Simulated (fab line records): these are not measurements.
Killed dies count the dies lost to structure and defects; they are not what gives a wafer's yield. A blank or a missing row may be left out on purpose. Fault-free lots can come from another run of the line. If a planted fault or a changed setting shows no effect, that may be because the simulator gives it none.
Which of the tools did it? ; flow nand-harc ; 13 lots with 39 wafers sampled at 4 steps, on a route of 1159 steps

## WHAT EACH GAUGE READ, for each wafer
The record holds no reading of a measuring or inspecting step that can be judged against a usual standard deviation.

## WHICH TOOL RAN EACH LOT (tool, then ch and the chambers of the sampled wafers, then the start)
lot;NHARC_A_WL_FILL_RTA_01;NHARC_A_WL_FILL_STRIP_27;NHARC_A_WL_FILL_ETCHBACK_16;NHARC_A_WL_FILL_ETCHBACK_17
L674;rtp-anneal-01 ch 0, day 15 10:46;plasma-asher-02 ch 0, day 15 17:42;rie-diel-06 ch 0,2, day 16 06:11 or earlier;rie-metal-03 ch 0,1, day 16 06:11
L678;rtp-anneal-01 ch 0, day 15 22:28;plasma-asher-01 ch 0,1, day 16 03:16;rie-diel-06 ch 1,2,3, day 16 14:38 or earlier;rie-metal-03 ch 0,1, day 16 14:38
L681;rtp-anneal-01 ch 0, day 16 19:31;plasma-asher-02 ch 0,1, day 17 00:08;rie-diel-09 ch 0,2, day 17 10:27 or earlier;rie-metal-03 ch 0,1, day 17 10:27
L683;rtp-anneal-02 ch 0, day 16 23:53;plasma-asher-01 ch 1, day 17 08:31;rie-diel-09 ch 1,2,3, day 17 18:37 or earlier;rie-metal-03 ch 0,1, day 17 18:37
L680;rtp-anneal-02 ch 0, day 17 00:04;plasma-asher-02 ch 0,1, day 17 11:23;rie-diel-09 ch 0,1, day 17 22:14 or earlier;rie-metal-01 ch 0,1, day 17 22:14
L679;rtp-anneal-01 ch 0, day 17 00:15;plasma-asher-01 ch 0,1, day 17 14:14;rie-diel-08 ch 0,2, day 18 00:14 or earlier;rie-metal-03 ch 0,1, day 18 00:14
L685;rtp-anneal-02 ch 0, day 18 05:50;plasma-asher-01 ch 0,1, day 18 16:37;rie-diel-08 ch 0,3, day 18 23:48 or earlier;rie-metal-03 ch 0,1, day 18 23:48
L688;rtp-anneal-01 ch 0, day 18 06:22;plasma-asher-02 ch 0,1, day 18 19:29;rie-diel-08 ch 0,2,3, day 19 03:54 or earlier;rie-metal-03 ch 0,1, day 19 03:54
L689;rtp-anneal-01 ch 0, day 18 16:42;plasma-asher-01 ch 0,1, day 18 22:30;rie-diel-06 ch 1,2, day 19 08:51 or earlier;rie-metal-03 ch 0,1, day 19 08:51
L692;rtp-anneal-02 ch 0, day 19 06:59;plasma-asher-01 ch 0,1, day 19 13:23;rie-diel-06 ch 1,2,3, day 19 23:42 or earlier;rie-metal-01 ch 1, day 19 23:42
L691;rtp-anneal-02 ch 0, day 19 07:21;plasma-asher-01 ch 0,1, day 19 14:58;rie-diel-09 ch 1,3, day 19 23:43 or earlier;rie-metal-02 ch 0,1, day 19 23:43
L693;rtp-anneal-02 ch 0, day 19 20:53;plasma-asher-02 ch 0,1, day 20 05:50;rie-diel-06 ch 2,3, day 20 16:11 or earlier;rie-metal-02 ch 0,1, day 20 16:11
L696;rtp-anneal-02 ch 0, day 20 15:08;plasma-asher-02 ch 0,1, day 20 19:31;rie-diel-09 ch 1,2, day 21 08:35 or earlier;rie-metal-01 ch 0,1, day 21 08:35
- NHARC_A_WL_FILL_RTA_01: time 5 s.
- NHARC_A_WL_FILL_STRIP_27: strips in N2/H2, time 20 s.
- NHARC_A_WL_FILL_ETCHBACK_16: etches the open film in C4F8/O2/Ar, target depth 88 nm, time 17.6 s.
- NHARC_A_WL_FILL_ETCHBACK_17: etches the open film in Cl2/BCl3, target depth 4 nm, time 26.7 s.

## AS READ BY THE TOOLS THEMSELVES (means over the sampled wafers that have a number; for cases with no such wafer, the mark the record gives instead)
NHARC_A_WL_FILL_RTA_01.
lot;tool;lamp-power-pct (%);lamp_zone_1_pct (%);lamp_zone_5_pct (%);lamp_zone_6_pct (%);wafer_temp_C_max
L674;rtp-anneal-01;28.7;28.7;28.7;28.6;1004.8
L678;rtp-anneal-01;28.7;28.7;28.7;28.6;1005.4
L681;rtp-anneal-01;28.7;28.7;28.7;28.6;1004.9
L683;rtp-anneal-02;30.9;30.9;30.9;30.8;1002.7
L680;rtp-anneal-02;30.8;30.8;30.8;30.8;1003.1
L679;rtp-anneal-01;28.7;28.7;28.6;28.6;1005.4
L685;rtp-anneal-02;30.9;30.9;30.9;30.9;1002.4
L688;rtp-anneal-01;28.7;28.6;28.7;28.6;1005.1
L689;rtp-anneal-01;28.7;28.7;28.7;28.6;1005.8
L692;rtp-anneal-02;30.9;30.8;30.9;30.8;1002.8
L691;rtp-anneal-02;30.9;30.9;30.9;30.8;1002.4
L693;rtp-anneal-02;30.8;30.8;30.9;30.8;1003.5
L696;rtp-anneal-02;30.9;30.9;30.9;30.8;1002.4

NHARC_A_WL_FILL_STRIP_27.
lot;tool;drypump-motor-current-A (A);heater-power-w (W)
L674;plasma-asher-02;5.96;281
L678;plasma-asher-01;5.34;320
L681;plasma-asher-02;5.79;300
L683;plasma-asher-01;5.70;321
L680;plasma-asher-02;5.85;292
L679;plasma-asher-01;5.53;318
L685;plasma-asher-01;5.53;314
L688;plasma-asher-02;5.85;284
L689;plasma-asher-01;5.34;316
L692;plasma-asher-01;5.34;319
L691;plasma-asher-01;5.35;315
L693;plasma-asher-02;5.77;295
L696;plasma-asher-02;5.86;288

NHARC_A_WL_FILL_ETCHBACK_16.
lot;tool;bias-w (W);oes-product-au (a.u.);rf-vpp-V (V)
L674;rie-diel-06;800.4;0.99;727
L678;rie-diel-06;799.4;0.93;726
L681;rie-diel-09;801.0;1.01;719
L683;rie-diel-09;800.6;0.94;718
L680;rie-diel-09;797.0;1.01;717
L679;rie-diel-08;800.6;0.99;725
L685;rie-diel-08;798.4;0.98;727
L688;rie-diel-08;800.4;0.97;725
L689;rie-diel-06;800.9;0.98;725
L692;rie-diel-06;801.9;0.92;725
L691;rie-diel-09;800.3;1.03;717
L693;rie-diel-06;801.8;0.99;727
L696;rie-diel-09;800.0;1.02;717

NHARC_A_WL_FILL_ETCHBACK_17.
lot;tool;drypump-motor-current-A (A);oes-product-au (a.u.)
L674;rie-metal-03;5.3;0.997
L678;rie-metal-03;5.3;0.987
L681;rie-metal-03;5.3;0.994
L683;rie-metal-03;5.3;0.995
L680;rie-metal-01;5.6;1.003
L679;rie-metal-03;5.3;0.992
L685;rie-metal-03;5.3;0.996
L688;rie-metal-03;5.3;0.876
L689;rie-metal-03;5.4;0.937
L692;rie-metal-01;5.2;1.004
L691;rie-metal-02;5.7;1.014
L693;rie-metal-02;5.2;1.015
L696;rie-metal-01;5.6;1.019

## THE ANSWER, worked out from the rows above alone
Rule: the usual values come from the lots themselves. Put in order of their means at a reading, lots are off if they are a third of the lots or fewer, leave a main group of 4 or more, and stand apart from it by a gap of 3 or more times the standard deviation of the main group's means; of several such gaps the widest counts. A main group whose means are all the same, to the digits that the tables above print for the reading, isn't used. A lot without any number at a reading at which 4 lots or more have one is off too. All remaining lots with rows at the step are treated as sound. First the gauges in route order, then the tools' own readings, where a lot's mean is used as printed above. The first step at which some lot is off is used, and at that step the reading that is off furthest; a lot without a number counts as furthest.
Off: L688, L689 (NHARC_A_WL_FILL_ETCHBACK_17, oes-product-au). For the main group the mean is 1.001 a.u. and the standard deviation 0.01.
A tool fits if, at that step or a process step before it, it ran every lot that is off, and no sound lot after the first of them. NHARC_A_WL_FILL_ETCHBACK_16 gives no start for some lots, so the hours and the order of its lots are those of NHARC_A_WL_FILL_ETCHBACK_17. Undecided on this evidence; 2 tools fit (rtp-anneal-01 at NHARC_A_WL_FILL_RTA_01, rie-metal-03 at NHARC_A_WL_FILL_ETCHBACK_17).

## WHAT THE SIMULATOR PUT IN
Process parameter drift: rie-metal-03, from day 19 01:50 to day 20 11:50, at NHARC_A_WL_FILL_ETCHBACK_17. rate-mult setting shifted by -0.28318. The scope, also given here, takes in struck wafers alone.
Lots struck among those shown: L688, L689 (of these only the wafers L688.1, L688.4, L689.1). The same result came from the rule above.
